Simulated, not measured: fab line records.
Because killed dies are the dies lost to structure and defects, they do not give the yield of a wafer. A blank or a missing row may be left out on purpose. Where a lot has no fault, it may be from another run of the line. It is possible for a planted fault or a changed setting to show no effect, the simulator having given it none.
What tool caused it? -- flow nandHarc -- 36 wafers sampled from 12 lots at 1 step of a route of 1159

## WHAT THE GAUGES READ, wafer by wafer
NHARC_A_M0_CD_MEAS_09: the cd target is 80 nm.
lot,measured,on,cdNm (nm)
L074,day 17 18:28,cdSem-01,81.3 81.5 80.8
L077,day 17 23:56,cdSem-03,81.5 82.1 81.7
L080,day 19 08:22,cdSem-02,80.3 81.7 80.9
L083,day 19 12:43,cdSem-01,79.7 79.8 79.5
L081,day 19 15:10,cdSem-03,79.6 80.2 80.2
L085,day 20 14:01,cdSem-03,80.8 79.6 81.7
L087,day 20 20:06,cdSem-02,81.0 80.7 81.3
L091,day 21 23:12,cdSem-02,81.8 82.5 80.9
L090,day 22 01:22,cdSem-02,80.8 80.7 79.7
L092,day 22 04:04,cdSem-03,81.1 81.1 80.3
L094,day 22 23:39,cdSem-01,80.3 80.3 80.6
L097,day 23 07:53,cdSem-01,80.9 81.6 81.3

## WHICH TOOL RAN EACH LOT (tool, then ch and the chambers of the sampled wafers, then the start)
Before these readings, the record contains no process step.

## THE ANSWER, worked out from the rows above alone
Rule: the lots themselves supply what counts as usual. The widest of any qualifying gaps counts: lots, ordered by their means at a reading, are off when they make up no more than a third of the lots, leave a main group of 4 or more, and stand apart from it by 3 or more times the standard deviation of that group's means. Not used: any main group whose means are identical at the precision the tables above print for the reading. Also off: a lot with no number at a reading for which 4 or more lots have one. Where the step has rows for the other lots, those lots are counted as sound.
Nothing can be told from this: no lot is off at any reading shown.

## WHAT THE SIMULATOR HAD INSERTED
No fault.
